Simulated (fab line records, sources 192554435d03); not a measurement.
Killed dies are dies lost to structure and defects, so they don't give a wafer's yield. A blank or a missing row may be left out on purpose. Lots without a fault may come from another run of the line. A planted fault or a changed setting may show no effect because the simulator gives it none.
Which tool did it? | flow n5_finfet | 10 lots, 30 wafers sampled, at 6 steps of a route of 1938

WHAT THE GAUGES READ, wafer by wafer
N5_BEOL_M0_RS_MEAS_126: measures by four-point-probe. Usual: M0_RS 0.526 ohm/sq, standard deviation 0.017.
lot  | measured     | on            | M0_RS (ohm/sq)    | flag
L495 | day 6 01:56  | film_metro-01 | 0.530 0.515 0.500 |
L498 | day 6 19:07  | film_metro-02 | 0.504 0.532 0.517 |
L501 | day 7 14:52  | film_metro-01 | 0.513 0.510 0.513 |
L502 | day 7 16:28  | film_metro-01 | 0.512 0.516 0.503 |
L506 | day 9 05:32  | film_metro-01 | 0.530 0.515 0.544 |
L507 | day 9 09:38  | film_metro-01 | 0.564 0.564 0.553 |
L508 | day 9 14:23  | film_metro-01 | 0.540 0.522 0.501 |
L511 | day 9 21:38  | film_metro-01 | 0.590 0.607 0.590 | OFF
L512 | day 10 06:51 | film_metro-02 | 0.596 0.574 0.569 | OFF
L513 | day 10 10:13 | film_metro-02 | 0.571 0.603 0.558 | OFF

N5_BEOL_M4_RC_MEAS_101. Usual: DIBL_N 35.9 mV/V, standard deviation 1.4; DIBL_P 35.9 mV/V, standard deviation 1.7; IOFF_N 0.155 nA/um, standard deviation 0.023; IOFF_P 0.201 nA/um, standard deviation 0.029; ION_N 672 uA/um, standard deviation 8.8; ION_P 460 uA/um, standard deviation 7; SS_N 71.6 mV/dec, standard deviation 0.48; SS_P 73.1 mV/dec, standard deviation 0.64; VT_N 250.0 mV, standard deviation 3; VT_P -251.6 mV, standard deviation 3.
lot  | measured     | on        | DIBL_N (mV/V)  | DIBL_P (mV/V)  | IOFF_N (nA/um)    | IOFF_P (nA/um)    | ION_N (uA/um) | ION_P (uA/um) | SS_N (mV/dec)  | SS_P (mV/dec)  | VT_N (mV)         | VT_P (mV)            | flag
L495 | day 8 02:14  | prober-02 | 34.6 38.2 37.1 | 35.1 38.6 37.4 | 0.131 0.191 0.174 | 0.195 0.252 0.229 | 667 680 672   | 460 464 459   | 71.7 72.2 71.7 | 73.3 74.6 74.0 | 250.4 245.9 247.3 | -252.1 -250.6 -249.8 |
L498 | day 9 02:19  | prober-02 | 36.2 37.7 35.9 | 35.5 36.6 35.5 | 0.143 0.163 0.145 | 0.188 0.202 0.190 | 669 666 674   | 458 456 462   | 71.7 72.1 71.3 | 72.4 73.5 72.6 | 251.5 251.0 250.1 | -255.1 -252.9 -252.0 |
L501 | day 9 10:04  | prober-01 | 34.1 35.3 36.0 | 35.0 36.8 37.7 | 0.128 0.150 0.161 | 0.162 0.179 0.186 | 660 674 676   | 452 457 460   | 71.6 71.1 72.0 | 72.4 73.4 73.6 | 252.3 249.7 251.4 | -254.1 -254.3 -253.0 |
L502 | day 10 00:45 | prober-02 | 33.8 35.1 34.4 | 33.6 34.5 34.1 | 0.126 0.141 0.131 | 0.147 0.155 0.148 | 669 669 665   | 453 443 448   | 70.9 71.8 70.8 | 72.7 72.7 72.1 | 251.1 251.5 252.5 | -256.9 -256.8 -256.1 |
L506 | day 11 08:32 | prober-01 | 33.6 34.7 33.2 | 36.2 37.1 35.7 | 0.151 0.157 0.140 | 0.208 0.220 0.197 | 674 673 665   | 467 465 463   | 71.8 71.6 71.6 | 72.9 74.4 73.1 | 248.0 249.8 250.3 | -249.2 -249.0 -251.5 |
L507 | day 11 05:29 | prober-02 | 36.2 35.2 37.1 | 34.6 33.5 35.2 | 0.138 0.123 0.146 | 0.180 0.166 0.188 | 671 666 672   | 461 453 462   | 70.9 70.5 71.4 | 72.2 72.1 72.7 | 249.2 253.1 251.4 | -253.5 -256.0 -252.9 |
L508 | day 11 08:53 | prober-02 | 36.8 36.6 38.6 | 35.0 35.1 36.8 | 0.145 0.154 0.183 | 0.215 0.227 0.245 | 666 675 684   | 462 469 464   | 71.4 71.7 71.6 | 72.6 73.5 74.0 | 251.2 250.8 248.2 | -248.6 -249.7 -249.9 |
L511 | day 12 05:29 | prober-01 | 38.6 39.0 37.4 | 36.4 37.3 35.3 | 0.165 0.177 0.144 | 0.210 0.217 0.196 | 677 675 675   | 464 457 458   | 71.7 71.8 71.4 | 73.7 74.6 73.4 | 249.1 250.3 247.9 | -251.6 -251.7 -251.1 |
L512 | day 12 11:29 | prober-02 | 36.4 35.6 35.2 | 35.5 35.2 34.7 | 0.143 0.139 0.133 | 0.189 0.183 0.179 | 663 666 671   | 457 455 466   | 72.0 71.2 70.8 | 73.6 72.5 72.3 | 251.3 253.8 253.2 | -252.0 -253.8 -254.1 |
L513 | day 12 15:20 | prober-02 | 34.5 34.9 34.1 | 34.7 35.5 34.6 | 0.131 0.134 0.125 | 0.146 0.149 0.140 | 660 680 658   | 448 456 445   | 71.4 71.4 71.2 | 72.9 73.7 72.8 | 254.0 254.3 251.2 | -258.7 -256.1 -257.9 |

WHICH TOOL RAN EACH LOT (tool, then ch and the chambers of the sampled wafers, then the start)
lot  | N5_BEOL_M0_SAQP_PECVD_00       | N5_BEOL_M0_ANNEAL_119            | N5_BEOL_M0_CO_CAP_123            | N5_BEOL_M1_PECVD_72
L495 | pecvd-01 ch 0,2, day 5 13:46   | rtp_anneal-02 ch 0, day 6 01:07  | cvd_co-02 ch 0,1, day 6 01:45    | pecvd-04 ch 1,2, day 6 02:06
L498 | pecvd-03 ch 1,2, day 6 06:28   | rtp_anneal-02 ch 0, day 6 18:12  | cvd_co-02 ch 0,2, day 6 18:54    | pecvd-01 ch 1,2, day 6 19:17
L501 | pecvd-02 ch 0,1,2, day 6 23:54 | rtp_anneal-01 ch 0, day 7 14:01  | cvd_co-01 ch 0,1,2, day 7 14:41  | pecvd-04 ch 1,2, day 7 15:02
L502 | pecvd-02 ch 0,2, day 7 03:50   | rtp_anneal-01 ch 0, day 7 15:33  | cvd_co-02 ch 0,1,2, day 7 16:17  | pecvd-01 ch 0,2, day 7 16:38
L506 | pecvd-01 ch 0,2, day 8 15:31   | rtp_anneal-01 ch 0, day 9 04:42  | cvd_co-01 ch 1,2, day 9 05:22    | pecvd-01 ch 0,1,2, day 9 05:43
L507 | pecvd-01 ch 0,1,2, day 8 18:31 | rtp_anneal-02 ch 0, day 9 08:47  | cvd_co-02 ch 0,1,2, day 9 09:27  | pecvd-04 ch 0,1,2, day 9 09:53
L508 | pecvd-03 ch 0,1, day 8 21:31   | rtp_anneal-02 ch 0, day 9 13:29  | cvd_co-02 ch 0,1, day 9 14:10    | pecvd-04 ch 0,1, day 9 14:34
L511 | pecvd-01 ch 0,1,2, day 9 09:07 | rtp_anneal-02 ch 0, day 9 20:53  | cvd_co-01 ch 0,1,2, day 9 21:28  | pecvd-03 ch 0,2, day 9 21:49
L512 | pecvd-01 ch 0,2, day 9 17:59   | rtp_anneal-02 ch 0, day 10 06:02 | cvd_co-02 ch 0,1,2, day 10 06:40 | pecvd-01 ch 1,2, day 10 07:01
L513 | pecvd-01 ch 0,1,2, day 9 20:59 | rtp_anneal-01 ch 0, day 10 09:25 | cvd_co-01 ch 0,2, day 10 10:02   | pecvd-01 ch 0,2, day 10 10:24
- N5_BEOL_M0_SAQP_PECVD_00: deposits SiCN from 3MS/NH3, target thk 8 nm, time 14 s.
- N5_BEOL_M0_ANNEAL_119: time 90 s.
- N5_BEOL_M0_CO_CAP_123: material Co, precursor CCTBA/H2, target thk 2 nm, time 102.1 s.
- N5_BEOL_M1_PECVD_72: deposits SiO2 from TEOS/O2, target thk 16 nm, time 18 s.

WHAT THE TOOLS THEMSELVES READ (means of the sampled wafers that have a number; where no wafer has one, the mark that the record gives instead)
N5_BEOL_M0_SAQP_PECVD_00. Usual: showerhead_plenum_p_Torr 3.667 Torr, standard deviation 0.0059; throttle_valve_pct 9.2 %, standard deviation 0.66.
lot  | tool     | showerhead_plenum_p_Torr (Torr) | throttle_valve_pct (%) | flag
L495 | pecvd-01 | 3.667                           | 8.7                    |
L498 | pecvd-03 | 3.669                           | 9.6                    |
L501 | pecvd-02 | 3.668                           | 8.7                    |
L502 | pecvd-02 | 3.666                           | 8.9                    |
L506 | pecvd-01 | 3.670                           | 9.1                    |
L507 | pecvd-01 | 3.667                           | 9.1                    |
L508 | pecvd-03 | 3.664                           | 10.0                   |
L511 | pecvd-01 | 3.664                           | 9.0                    |
L512 | pecvd-01 | 3.669                           | 9.2                    |
L513 | pecvd-01 | 3.664                           | 9.0                    |

N5_BEOL_M0_ANNEAL_119. Usual: wafer_temp_C_max 226.29, standard deviation 0.27.
lot  | tool          | wafer_temp_C_max | flag
L495 | rtp_anneal-02 | 226.32           |
L498 | rtp_anneal-02 | 226.09           |
L501 | rtp_anneal-01 | 226.19           |
L502 | rtp_anneal-01 | 226.30           |
L506 | rtp_anneal-01 | 226.11           |
L507 | rtp_anneal-02 | 226.24           |
L508 | rtp_anneal-02 | 226.50           |
L511 | rtp_anneal-02 | 226.26           |
L512 | rtp_anneal-02 | 226.31           |
L513 | rtp_anneal-01 | 226.27           |

N5_BEOL_M0_CO_CAP_123. Usual: heater_power_w 243 W, standard deviation 19.
lot  | tool      | heater_power_w (W) | flag
L495 | cvd_co-02 | 247                |
L498 | cvd_co-02 | 225                |
L501 | cvd_co-01 | 242                |
L502 | cvd_co-02 | 234                |
L506 | cvd_co-01 | 242                |
L507 | cvd_co-02 | 238                |
L508 | cvd_co-02 | 223                |
L511 | cvd_co-01 | 247                |
L512 | cvd_co-02 | 242                |
L513 | cvd_co-01 | 239                |

N5_BEOL_M1_PECVD_72. Usual: heater_power_w 752 W, standard deviation 140; showerhead_plenum_p_Torr 8.79 Torr, standard deviation 0.041; throttle_valve_pct 22.2 %, standard deviation 1.6.
lot  | tool     | heater_power_w (W) | showerhead_plenum_p_Torr (Torr) | throttle_valve_pct (%) | flag
L495 | pecvd-04 | 932                | 8.73                            | 21.9                   |
L498 | pecvd-01 | 583                | 8.80                            | 22.0                   |
L501 | pecvd-04 | 964                | 8.74                            | 21.7                   |
L502 | pecvd-01 | 721                | 8.80                            | 21.2                   |
L506 | pecvd-01 | 690                | 8.80                            | 22.3                   |
L507 | pecvd-04 | 926                | 8.78                            | 21.5                   |
L508 | pecvd-04 | 883                | 8.77                            | 21.2                   |
L511 | pecvd-03 | 725                | 8.78                            | 22.7                   |
L512 | pecvd-01 | 714                | 8.79                            | 21.1                   |
L513 | pecvd-01 | 738                | 8.81                            | 21.2                   |

THE ANSWER, worked out from the rows above alone
Rule: a lot is off if the mean of its wafers that have a number lies more than 3 standard deviations from the usual mean. A lot without any number at a reading at which 4 lots or more have one is off too. The other lots that the step has rows for count as sound. The gauges are gone through in route order, then the tools' own readings, and for those a lot's mean is taken as printed above. The first step at which some lot is off is used, and at that step the reading that is off furthest; a lot without a number counts as furthest.
Off: L511, L512, L513, at N5_BEOL_M0_RS_MEAS_126 (M0_RS).
A tool fits if, at a process step before that reading, it ran every lot that is off, and no sound lot after the first of them. The gauges at N5_BEOL_M0_RS_MEAS_126 are tried like those tools. One fits: pecvd-01 at N5_BEOL_M0_SAQP_PECVD_00. Its last sound lot is L507 (day 8 18:31), its first lot that is off L511 (day 9 09:07): a fault that began between those two fits.

WHAT THE SIMULATOR HAD PUT IN
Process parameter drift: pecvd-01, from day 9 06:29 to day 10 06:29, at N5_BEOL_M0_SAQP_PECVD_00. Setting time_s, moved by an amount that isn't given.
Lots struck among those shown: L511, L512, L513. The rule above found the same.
